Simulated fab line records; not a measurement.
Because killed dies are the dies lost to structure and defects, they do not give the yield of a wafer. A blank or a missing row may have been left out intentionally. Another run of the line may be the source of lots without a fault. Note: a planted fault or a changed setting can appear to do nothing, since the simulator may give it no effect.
Which tool was responsible?    flow nand harc    39 wafers from 13 lots sampled at 6 of the route's 1159 steps

== WHAT THE GAUGES SHOWED, per wafer ==
NHARC_A_ZERO_WELL_CD_MEAS_10: target cd 2000 nm.
lot   measured      on         cd nm (nm)
L823  day 6 05:02   cd sem-02  1999.8 1999.7 2000.8
L828  day 7 23:11   cd sem-01  1999.2 2000.6 2000.4
L836  day 9 16:26   cd sem-02  2001.1 2000.0 2000.3
L834  day 9 17:28   cd sem-03  1997.9 2001.5 1998.2
L837  day 9 20:25   cd sem-02  2000.6 2000.6 2000.9
L835  day 10 04:14  cd sem-02  2002.1 2001.4 2002.2
L839  day 10 15:19  cd sem-03  2000.2 1998.2 1999.9
L838  day 10 16:05  cd sem-03  2002.0 2001.6 1999.8
L840  day 10 22:46  cd sem-02  2001.0 2001.2 2000.5
L841  day 10 23:52  cd sem-01  2000.8 2002.7 2000.1
L843  day 11 13:00  cd sem-02  2000.0 2000.4 2001.0
L846  day 11 22:17  cd sem-03  2002.6 2001.8 1999.8
L845  day 11 22:58  cd sem-01  1999.1 1998.9 1998.4

NHARC_A_SOURCE_PLATE_INSPECT_08.
lot   measured      on                 raw defect count
L823  day 7 03:41   defect inspect-02  35 52 46
L828  day 8 20:42   defect inspect-01  80 114 60
L836  day 10 16:24  defect inspect-01  51 62 46
L834  day 10 16:23  defect inspect-01  40 430 476
L837  day 10 16:23  defect inspect-02  55 91 58
L835  day 11 05:27  defect inspect-01  54 91 73
L839  day 11 13:45  defect inspect-02  47 42 65
L838  day 11 13:45  defect inspect-01  58 39 63
L840  day 11 20:49  defect inspect-02  32 27 31
L841  day 11 20:50  defect inspect-01  37 98 52
L843  day 12 10:55  defect inspect-01  27 102 83
L846  day 12 20:50  defect inspect-02  63 85 99
L845  day 12 20:50  defect inspect-01  54 70 71

NHARC_A_ONON_D1_THK_MEAS_24: measures by ellipsometry.
lot   measured      on             thk nm (nm)
L823  day 7 12:54   film metro-02  1025 1023 1023
L828  day 9 07:50   film metro-02  1011 1010 1012
L836  day 11 03:26  film metro-02  1005 1006 1005
L834  day 11 03:27  film metro-01  1003 1003 1004
L837  day 11 03:28  film metro-02  1013 1014 1012
L835  day 11 18:52  film metro-01  1005 1006 1005
L839  day 12 01:08  film metro-02  1000 1000 1000
L838  day 12 01:09  film metro-01  1009 1006 1007
L840  day 12 08:53  film metro-02  1000 1000 999
L841  day 12 08:53  film metro-01  1006 1006 1007
L843  day 12 22:19  film metro-02  1011 1011 1011
L846  day 13 07:55  film metro-02  1001 1001 1001
L845  day 13 07:57  film metro-01  996 999 997

NHARC_END_SORT_01.
lot   measured      on         killed at array  killed at other  killed at periphery  killed dies  killed open  killed short
L834  day 22 21:15  prober-01  32 89 95         0 0 2            1 2 1                33 91 98     2 2 5        4 1 1

== WHICH TOOL RAN EACH LOT (tool, then ch and the chambers of the sampled wafers, then the start) ==
lot   NHARC_A_ZERO_WELL_ETCH_13         NHARC_A_SOURCE_PLATE_PVD_04
L823  rie si-05 ch 1,2,3, day 6 05:26   pvd sputter-03, day 6 14:30
L828  rie si-04 ch 1,3, day 7 23:34     pvd sputter-01, day 8 07:36
L836  rie si-05 ch 1,2, day 9 16:50     pvd sputter-01, day 10 02:10
L834  rie si-05 ch 0,1, day 9 17:52     pvd sputter-03, day 10 02:10
L837  rie si-05 ch 0,1, day 9 20:47     pvd sputter-01, day 10 05:55
L835  rie si-03 ch 1,2,3, day 10 04:37  pvd sputter-01, day 10 12:49
L839  rie si-04 ch 0,2,3, day 10 15:41  pvd sputter-02, day 11 00:20
L838  rie si-05 ch 1,3, day 10 16:28    pvd sputter-01, day 11 00:23
L840  rie si-04 ch 0,1,3, day 10 23:07  pvd sputter-01, day 11 07:38
L841  rie si-03 ch 1,2,3, day 11 00:14  pvd sputter-02, day 11 07:39
L843  rie si-03 ch 0,2,3, day 11 13:21  pvd sputter-01, day 11 21:47
L846  rie si-04 ch 1,2,3, day 11 22:40  pvd sputter-02, day 12 07:17
L845  rie si-05 ch 0,2,3, day 11 23:24  pvd sputter-01, day 12 07:17
- NHARC_A_ZERO_WELL_ETCH_13: etches the open film in HBr/Cl2, target depth 120 nm, time 40.1 s.
- NHARC_A_SOURCE_PLATE_PVD_04: deposits WSi2, target thk 50 nm.

== WHAT THE TOOLS THEMSELVES READ (means of the sampled wafers that have a number; where no wafer has one, the mark that the record gives instead) ==
NHARC_A_ZERO_WELL_ETCH_13.
lot   tool       bias w (W)  chamber pressure mTorr (mTorr)  drypump motor current A (A)  oes product au (a.u.)  throttle valve pct (%)
L823  rie si-05  100.1       14.997                          6.1                          1.011                  26.409
L828  rie si-04  100.2       14.993                          5.7                          1.006                  26.418
L836  rie si-05  100.1       15.005                          6.0                          1.002                  26.406
L834  rie si-05  100.0       15.002                          5.9                          0.997                  26.415
L837  rie si-05  99.8        14.998                          5.9                          1.003                  26.405
L835  rie si-03  99.9        14.991                          5.6                          0.999                  26.405
L839  rie si-04  99.7        14.977                          5.6                          1.000                  26.403
L838  rie si-05  100.2       15.005                          6.1                          1.004                  26.402
L840  rie si-04  100.2       15.005                          5.5                          1.001                  26.405
L841  rie si-03  100.4       15.002                          5.6                          0.995                  26.411
L843  rie si-03  100.1       14.996                          5.6                          0.993                  26.415
L846  rie si-04  99.8        15.009                          5.9                          1.010                  26.403
L845  rie si-05  100.0       15.012                          6.0                          0.993                  26.403

== THE ANSWER, worked out from the rows above alone ==
Rule: usual is defined by the lots themselves. The widest of any qualifying gaps counts: lots, ordered by their means at a reading, are off when they make up no more than a third of the lots, leave a main group of 4 or more, and stand apart from it by 3 or more times the standard deviation of that group's means. Not used: any main group whose means are identical at the precision the tables above print for the reading. A lot without any number at a reading at which 4 lots or more have one is off too. All remaining lots with rows at the step are treated as sound. First the gauges in route order, then the tools' own readings, where a lot's mean is used as printed above. At the first step where some lot is off, the reading lying furthest off is the one used; lots without a number count as furthest.
Off at NHARC_A_SOURCE_PLATE_INSPECT_08 (raw defect count): L834. For the main group the mean is 61 and the standard deviation 15.
A tool fits if, at a process step before that reading, it ran every lot that is off, and no sound lot after the first of them. The gauges at NHARC_A_SOURCE_PLATE_INSPECT_08 are tried like those tools. One fits: pvd sputter-03 at NHARC_A_SOURCE_PLATE_PVD_04. Its last sound lot is L823 (day 6 14:30), its first lot that is off L834 (day 10 02:10): a fault that began between those two fits.

== WHAT THE SIMULATOR PUT IN ==
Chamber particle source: pvd sputter-03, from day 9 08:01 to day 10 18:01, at NHARC_A_SOURCE_PLATE_PVD_04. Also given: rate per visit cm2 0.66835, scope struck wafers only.
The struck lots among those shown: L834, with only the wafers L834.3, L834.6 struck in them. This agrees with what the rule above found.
